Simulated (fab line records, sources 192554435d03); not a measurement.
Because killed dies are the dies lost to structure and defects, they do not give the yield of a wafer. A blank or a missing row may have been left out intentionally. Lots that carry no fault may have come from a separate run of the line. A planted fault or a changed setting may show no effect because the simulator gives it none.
Chamber matching + flow n5 finfet + rie diel-01 running N5_BEOL_M6_STRIP_19: 4 sister chambers
The step strips in O2. 4 wafers are shown with their chamber, then 8 later ones without.

## WAFERS WITH THEIR CHAMBER
| wafer  | chamber | showerhead plenum p Torr (Torr) |
|--------|---------|---------------------------------|
| L078.3 | 2       | 2.11                            |
| L085.4 | 1       | 2.25                            |
| L087.1 | 0       | 2.02                            |
| L088.1 | 3       | 2.01                            |

## WAFERS WITH NO CHAMBER GIVEN
| wafer  | showerhead plenum p Torr (Torr) |
|--------|---------------------------------|
| L088.3 | 2.10                            |
| L088.6 | 2.10                            |
| L091.2 | 2.10                            |
| L091.4 | 2.02                            |
| L091.5 | 2.10                            |
| L097.2 | 2.09                            |
| L097.3 | 2.01                            |
| L097.5 | 2.01                            |

## THE CHAMBER EACH PASSED THROUGH
| wafer  | from the rows above     | in truth |
|--------|-------------------------|----------|
| L088.3 | 2                       | 2        |
| L088.6 | 2                       | 2        |
| L091.2 | 2                       | 2        |
| L091.4 | can't be placed: 0 or 3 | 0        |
| L091.5 | 2                       | 2        |
| L097.2 | 2                       | 2        |
| L097.3 | can't be placed: 3 or 0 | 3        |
| L097.5 | can't be placed: 3 or 0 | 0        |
Correctly placed: 5 of 8. Not placeable from these rows: 3 (in 3, the candidates include the true chamber). Number placed wrongly: 0.
How it was worked out, from the rows above alone: a wafer's distance from a chamber is the root of the sum, over the readings, of the square of ((its reading less the chamber's mean) divided by the reading's scatter). If the next closest chamber is less than 2 further off than the closest, the wafer can't be placed; otherwise it belongs to the closest. A chamber's mean is the mean of its shown wafers. The scatter (one wafer shown for each chamber): square how far every hidden wafer sits from the nearest shown wafer, average those squares and take the square root.
